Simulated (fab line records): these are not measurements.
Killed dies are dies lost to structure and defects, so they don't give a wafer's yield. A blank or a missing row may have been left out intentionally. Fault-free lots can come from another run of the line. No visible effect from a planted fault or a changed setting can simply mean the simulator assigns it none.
fab line records	flow n5_finfet
record: lots: 7	wafers: 39
route steps=1938 shown DUMMY_GATE@228 MOL_CONTACT_COAG@579
start_h: start of the lot's first displayed wafer, in hours after the record's first day	wait_h: hours from the lot's prior step to this one	" unchanged from the row above	L1.1+2: a row that stands for several wafers	- either no value or no given start	* or withheld: withheld	< > ~ a bound
route shown NAME@n: NAME is a module with steps in the file, n the number in the route of the first one	usual: mean/standard deviation of fault-free wafers	same: alike in all rows	chamber/n: place in a boat	sites: readings site by site	_std_site: their standard deviation	_edge_site: outer sites' mean less inner sites'	radius_mm: for every site, how far away it sits from the centre of the wafer	mask NAME#n: copy n	behind: tool/chamber where the wafer was last shaped	hold: why the lot went on hold/how many hours it stayed there/how the hold came to an end	device: names the non-switching transistor (n, p or np)	end of line: at the end of the route, the tests of the same wafers	a step given without rows: its recipe and nothing more	killed: dies lost to structure and defects at the first sort, not the wafer's yield	map: a wafer's dies, marking killed ones x, the rest . and places with no die _
set.NAME: the setting that was run; set.NAME@STEP: the one run at that earlier step	model.NAME: the simulator's own value behind a step, which no gauge read
one table per step and one row per wafer, for lots whose settings were changed on purpose
== steps ==
step: N5_DUMMY_GATE_EXPOSE_12
recipe: mask_id: GATE	na: 0.33	source_shape: annular	sigma_inner: 0.2	sigma_outer: 0.6	polarization: unpolarized	target_cd_nm: 25	dose_mj: 34
lot.wafer	tool	chamber	start_h	wait_h	mask	set.dose_mj
L076.1+2+5	euv_scanner-01	0	59.39	-	GATE#0	36.51
L076.3+4+6	"	0	"	"	GATE#0	34
L079.1+4+5	euv_scanner-02	0	77.45	-	GATE#0	34
L079.2+3+6	"	0	"	"	GATE#0	33.23
L085.1+5+6	euv_scanner-02	0	112.78	-	GATE#0	34
L093.1+2+3+4+5+6	euv_scanner-01	0	158.47	-	GATE#0	34
L094.1+2+3	euv_scanner-01	0	166.87	-	GATE#0	36.44
L094.4+5+6	"	0	"	"	GATE#0	34
L095.1+2+3+4+5+6	euv_scanner-02	0	173.73	-	GATE#0	34
L096.1+2+4	euv_scanner-02	0	177.98	-	GATE#0	36.18
L096.3+5+6	"	0	"	"	GATE#0	34
step: N5_DUMMY_GATE_PEB_13
recipe: peb_temp_c: 100	peb_time_s: 60	resist: CAR-EUV
step: N5_DUMMY_GATE_DEVELOP_14
recipe: develop_time_s: 30	developer: TMAH	resist: CAR-EUV	rinse_liquid: surfactant_rinse	dry: air_spin	dev_temp_c: 23
step: N5_DUMMY_GATE_CD_MEAS_15
recipe: target_cd_nm: 25.8	landing_energy_ev: 500	detector: se_inlens
usual: cd_nm: 25.00/0.25
lot.wafer	tool	chamber	start_h	wait_h	set.dose_mj@DUMMY_GATE_EXPOSE_12	cd_nm
L076.1	cd_sem-03	0	59.51	-	36.51	23.65
L076.2	"	0	"	"	36.51	23.41
L076.3	"	0	"	"	34	25.19
L076.4	"	0	"	"	34	24.90
L076.5	"	0	"	"	36.51	23.77
L076.6	"	0	"	"	34	25.20
L079.1	cd_sem-01	0	77.58	-	34	25.14
L079.2	"	0	"	"	33.23	25.65
L079.3	"	0	"	"	33.23	25.80
L079.4	"	0	"	"	34	24.68
L079.5	"	0	"	"	34	24.98
L079.6	"	0	"	"	33.23	25.48
L085.1	cd_sem-03	0	112.91	-	34	24.84
L085.5	"	0	"	"	34	25.22
L085.6	"	0	"	"	34	24.56
L093.1	cd_sem-01	0	158.60	-	34	24.88
L093.2	"	0	"	"	34	24.90
L093.3	"	0	"	"	34	25.31
L093.4	"	0	"	"	34	24.93
L093.5	"	0	"	"	34	24.86
L093.6	"	0	"	"	34	24.94
L094.1	cd_sem-02	0	167.00	-	36.44	23.22
L094.2	"	0	"	"	36.44	24.03
L094.3	"	0	"	"	36.44	24.35
L094.4	"	0	"	"	34	25.29
L094.5	"	0	"	"	34	24.91
L094.6	"	0	"	"	34	24.91
L095.1	cd_sem-01	0	173.85	-	34	24.93
L095.2	"	0	"	"	34	24.70
L095.3	"	0	"	"	34	24.88
L095.4	"	0	"	"	34	24.93
L095.5	"	0	"	"	34	24.78
L095.6	"	0	"	"	34	25.26
L096.1	cd_sem-02	0	178.11	-	36.18	23.30
L096.2	"	0	"	"	36.18	23.48
L096.3	"	0	"	"	34	24.72
L096.4	"	0	"	"	36.18	23.93
L096.5	"	0	"	"	34	24.53
L096.6	"	0	"	"	34	25.29
step: N5_DUMMY_GATE_STRIP_38
recipe: chemistry: N2/H2	temp_c: 40	n2_flow_sccm: 200	h2_flow_sccm: 200	rf_frequency_hz: 6e+07
step: N5_DUMMY_GATE_STRIP_39
recipe: chemistry: N2/H2	temp_c: 40	n2_flow_sccm: 200	h2_flow_sccm: 200	rf_frequency_hz: 6e+07
step: N5_DUMMY_GATE_TRIM_49
recipe: chemistry: O2	resist: SOC	time_s: 29	target_cd_nm: 14	source_power_w: 300	bias_power_w: 0	O2_flow_sccm: 100	temp_c: 20
lot.wafer	tool	chamber	start_h	wait_h	set.dose_mj@DUMMY_GATE_EXPOSE_12	model.DUMMY_GATE.cd_nm
L076.1+2+5	rie_si-03	0,3,0	59.91	0.0	36.51	13.2
L076.3+4+6	"	1,2,3	"	"	34	14.6
L079.1+5	rie_si-06	0	77.94	0.0	34	14.6
L079.2+3+6	"	2,1,1	"	"	33.23	14.6
L079.4	"	3	"	"	34	14
L085.1	rie_si-03	3	113.26	0.0	34	14.4
L085.5+6	"	1,0	"	"	34	14
L093.1+4	rie_si-02	0,1	158.96	0.0	34	13.6
L093.2+5+6	"	2,2,3	"	"	34	14
L093.3	"	3	"	"	34	14.2
L094.1	rie_si-03	0	167.35	0.0	36.44	12.6
L094.2+3	"	1,3	"	"	36.44	13.2
L094.4+5	"	2,3	"	"	34	14.4
L094.6	"	0	"	"	34	14
L095.1	rie_si-03	0	174.25	0.0	34	13.6
L095.2+5+6	"	2,2,3	"	"	34	14.2
L095.3	"	3	"	"	34	14
L095.4	"	1	"	"	34	13.8
L096.1+2	rie_si-06	0,2	178.46	0.0	36.18	13
L096.3+5	"	1,3	"	"	34	14
L096.4	"	3	"	"	36.18	12.8
L096.6	"	2	"	"	34	14.2
step: N5_DUMMY_GATE_ETCH_31
recipe: chemistry: C4F6/O2	target: SiO2	mask_material: SOC	target_depth_a: 825	time_s: 27.5	ion_energy_ev: 250	pressure_mtorr: 30	source_w: 345	bias_w: 185	Ar_flow_sccm: 300	C4F6_flow_sccm: 10	O2_flow_sccm: 10
lot.wafer	tool	chamber	start_h	wait_h	set.target_depth_a	model.etch.depth_nm	model.SOC_of_DUMMY_GATE_COAT_34.thk_nm
L076.1	rie_diel-02	2	60.11	0.0	825	81.25	52.2
L076.2	"	1	"	"	825	81.25	52
L076.3	"	3	"	"	889.8	82.29	52
L076.4	"	0	"	"	889.8	87.41	51.4
L076.5	"	2	"	"	889.8	88.3	51.4
L076.6	"	3	"	"	825	76.63	52.4
L079.1	rie_diel-03	3	78.13	0.0	873.9	84.69	51.4
L079.2	"	2	"	"	825	81.85	51.6
L079.3	"	0	"	"	873.9	85.15	51.2
L079.4	"	0	"	"	873.9	84.9	51.2
L079.5	"	2	"	"	825	81.41	51.6
L079.6	"	3	"	"	825	79.42	51.8
L085.1	rie_diel-06	3	113.50	0.1	825	84.97	51.8
L085.5	"	2	"	"	825	79.36	52.2
L085.6	"	3	"	"	825	84.71	51.8
L093.1	rie_diel-03	2	159.15	0.0	785.4	76.51	52.2
L093.2	"	1	"	"	825	81.62	52
L093.3	"	0	"	"	825	79.06	52
L093.4	"	0	"	"	785.4	75.51	52.4
L093.5	"	2	"	"	825	80.95	51.8
L093.6	"	1	"	"	785.4	77.56	52.6
L094.1	rie_diel-02	0	167.66	0.2	825	80.07	52
L094.2	"	2	"	"	825	81.77	52.2
L094.3	"	1	"	"	720.2	70.93	53.2
L094.4	"	2	"	"	720.2	71.67	53
L094.5	"	0	"	"	825	80.24	52
L094.6	"	1	"	"	720.2	70.65	53
L095.1	rie_diel-06	1	174.45	0.0	825	84.2	51.4
L095.2	"	2	"	"	825	78.64	52
L095.3	"	0	"	"	825	81.78	52
L095.4	"	3	"	"	825	84.63	51.6
L095.5	"	3	"	"	825	84.26	51.4
L095.6	"	0	"	"	825	81.88	51.8
L096.1	rie_diel-03	1	178.66	0.0	737.9	73.36	53
L096.2	"	2	"	"	825	81.39	52
L096.3	"	3	"	"	737.9	70.99	52.8
L096.4	"	3	"	"	825	80.08	52.2
L096.5	"	2	"	"	737.9	71.82	53
L096.6	"	1	"	"	825	82.55	52.2
step: N5_MOL_CONTACT_COAG_ALD_131
recipe: material: SiO2	target_thk_a: 50	temp_c: 100	ald_precursor_family: BDEAS	ald_co_reactant: O2-plasma	pulse_time_s: 1	co_reactant_pulse_time_s: 1	purge_time_s: 2	co_reactant_purge_time_s: 2	ald_cycles: 35	pressure_torr: 2
lot.wafer	tool	chamber	start_h	wait_h	set.ald_cycles	model.SiO2_of_MOL_CONTACT_COAG_ALD_131.thk_nm
L076.1+4+6	ald_sin-04	3,1,2	111.38	0.1	35	5
L076.2+3	"	2,0	"	"	40	5.6
L076.5	"	3	"	"	40	5.8
L079.1+4+6	ald_sin-02	3,2,2	132.30	0.1	30	4.2
L079.2+3+5	"	1,0,3	"	"	35	5
L085.1+5+6	ald_sin-02	1,1,3	166.07	0.4	35	5
L093.1+3+4	ald_sin-02	3,1,0	210.32	0.1	35	5
L093.2+5+6	"	2,3,2	"	"	33	4.8
L094.1+2+4	ald_sin-02	3,1,2	221.66	0.1	35	5
L094.3+5+6	"	0,1,2	"	"	31	4.4
L095.1+3+4	ald_sin-02	3,0,1	222.30	0.1	35	5
L095.2+5+6	"	2,0,1	"	"	39	5.6
L096.1+3+6	ald_sin-04	1,3,0	231.26	0.1	32	4.6
L096.2+4+5	"	2,0,1	"	"	35	5
== key ==
split: step: N5_DUMMY_GATE_EXPOSE_12	setting: dose_mj	stated: 34	by: wafer
response: step: N5_DUMMY_GATE_CD_MEAS_15	reading: cd_nm	change: -0.192	per: 1%	r: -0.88
response: step: N5_DUMMY_GATE_TRIM_49	reading: model.DUMMY_GATE.cd_nm	change: -0.178	per: 1%	r: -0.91
split: step: N5_DUMMY_GATE_ETCH_31	setting: target_depth_a	stated: 825	by: wafer
response: step: N5_DUMMY_GATE_ETCH_31	reading: model.etch.depth_nm	change: +0.796	per: 1%	r: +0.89
response: step: N5_DUMMY_GATE_ETCH_31	reading: model.SOC_of_DUMMY_GATE_COAT_34.thk_nm	change: -0.0776	per: 1%	r: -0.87
split: step: N5_MOL_CONTACT_COAG_ALD_131	setting: ald_cycles	stated: 35	by: wafer
response: step: N5_MOL_CONTACT_COAG_ALD_131	reading: model.SiO2_of_MOL_CONTACT_COAG_ALD_131.thk_nm	change: +0.0506	per: 1%	r: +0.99
